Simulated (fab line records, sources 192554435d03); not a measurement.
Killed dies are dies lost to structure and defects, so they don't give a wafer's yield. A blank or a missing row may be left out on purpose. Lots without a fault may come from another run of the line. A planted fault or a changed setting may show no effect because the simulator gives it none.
Split-lot experiment | flow n5_finfet | 7 lots, 39 wafers read, on a route of 1938 steps

THE SPLIT
At N5_PASSIVATION_DEVELOP_43 (develop time 60 s), the setting develop_time_s was moved away from the recipe's 60 s on 18 of the 39 wafers read, by -52.4% to +46.9%. The other wafers ran this setting at the recipe's value.

FROM THE SPLIT TO THE READING: what the file shows between them, 1 step
- N5_PASSIVATION_HARDBAKE_45: time 120 s

THE READING
cd_nm, in nm, at N5_PASSIVATION_CD_MEAS_44 (target cd 40000 nm). Fault-free wafers of this fab line usually give 40002 nm, standard deviation 3.9 nm.

wafer  | tool, chamber at the split | develop_time_s as run, s | against the recipe | cd_nm, nm | against lot-mates on the recipe
L074.1 | litho_track-04, 0          | 88.13                    | +46.9%             | 40018     | +14
L074.2 | litho_track-04, 0          | 60                       | recipe             | 40002     | -
L074.3 | litho_track-04, 0          | 60                       | recipe             | 40004     | -
L074.4 | litho_track-04, 0          | 60                       | recipe             | 40006     | -
L074.5 | litho_track-04, 0          | 88.13                    | +46.9%             | 40019     | +15
L074.6 | litho_track-04, 0          | 88.13                    | +46.9%             | 40012     | +8
L077.1 | litho_track-04, 0          | 28.55                    | -52.4%             | 39970     | -31
L077.2 | litho_track-04, 0          | 28.55                    | -52.4%             | 39963     | -38
L077.3 | litho_track-04, 0          | 28.55                    | -52.4%             | 39970     | -31
L077.4 | litho_track-04, 0          | 60                       | recipe             | 40005     | -
L077.5 | litho_track-04, 0          | 60                       | recipe             | 39998     | -
L077.6 | litho_track-04, 0          | 60                       | recipe             | 40000     | -
L075.1 | litho_track-02, 0          | 60                       | recipe             | 39999     | -
L075.3 | litho_track-02, 0          | 60                       | recipe             | 40001     | -
L075.6 | litho_track-02, 0          | 60                       | recipe             | 40001     | -
L084.1 | litho_track-04, 0          | 37.53                    | -37.4%             | 39989     | -12
L084.2 | litho_track-04, 0          | 60                       | recipe             | 39999     | -
L084.3 | litho_track-04, 0          | 60                       | recipe             | 39999     | -
L084.4 | litho_track-04, 0          | 37.53                    | -37.4%             | 39985     | -16
L084.5 | litho_track-04, 0          | 37.53                    | -37.4%             | 39985     | -16
L084.6 | litho_track-04, 0          | 60                       | recipe             | 40004     | -
L087.1 | litho_track-05, 0          | 76.21                    | +27.0%             | 40012     | +7
L087.2 | litho_track-05, 0          | 60                       | recipe             | 39999     | -
L087.3 | litho_track-05, 0          | 60                       | recipe             | 40007     | -
L087.4 | litho_track-05, 0          | 76.21                    | +27.0%             | 40017     | +12
L087.5 | litho_track-05, 0          | 76.21                    | +27.0%             | 40015     | +10
L087.6 | litho_track-05, 0          | 60                       | recipe             | 40009     | -
L090.1 | litho_track-05, 0          | 85.11                    | +41.9%             | 40013     | +15
L090.2 | litho_track-05, 0          | 60                       | recipe             | 39992     | -
L090.3 | litho_track-05, 0          | 60                       | recipe             | 40003     | -
L090.4 | litho_track-05, 0          | 85.11                    | +41.9%             | 40010     | +12
L090.5 | litho_track-05, 0          | 60                       | recipe             | 39999     | -
L090.6 | litho_track-05, 0          | 85.11                    | +41.9%             | 40018     | +20
L094.1 | litho_track-02, 0          | 60                       | recipe             | 40009     | -
L094.2 | litho_track-02, 0          | 60                       | recipe             | 40004     | -
L094.3 | litho_track-02, 0          | 82.45                    | +37.4%             | 40014     | +8
L094.4 | litho_track-02, 0          | 60                       | recipe             | 40006     | -
L094.5 | litho_track-02, 0          | 82.45                    | +37.4%             | 40019     | +13
L094.6 | litho_track-02, 0          | 82.45                    | +37.4%             | 40014     | +8

THE FIT
A straight line over all 39 wafers: cd_nm changes by +0.442 nm for each +1% of develop_time_s; r = +0.92; the points scatter about the line by 5.2 nm.
The same after taking each lot's own level away (the mean of its wafers on the recipe; 39 wafers): +0.416 nm for each +1%; r = +0.93; scatter 4.8 nm.
On that fit, the largest move of develop_time_s shifts the reading by 22 nm.
The lots' own levels span 39998.0 to 40006.3 nm, that is 2.1 times the standard deviation above.
So the lot-to-lot level changes the slope little: the two slopes agree.
Check: with one of the wafers moved furthest among these (-52.4%) left out of the fit, the line predicts -22.8 nm for it against its lot-mates. It came out at -31 nm against them.

OTHER SPLITS ON THESE WAFERS
These wafers also went through other splits before the reading. Each is held against what the fit with the lots' levels taken away leaves over:
other split on the same wafers      | wafers away from the commonest value | r with cd_nm (lot level and that fit taken away)
N5_BEOL_M6_ILD_DEP_00 target_thk_a  | 9                                    | -0.02
N5_BEOL_M9_ETCH_66 time_s           | 15                                   | -0.19
N5_BEOL_M10_ILD_DEP_00 target_thk_a | 12                                   | +0.28

THE FILE'S OWN FIT
cd_nm changes by +0.407 nm for each +1% of develop_time_s, r = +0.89.
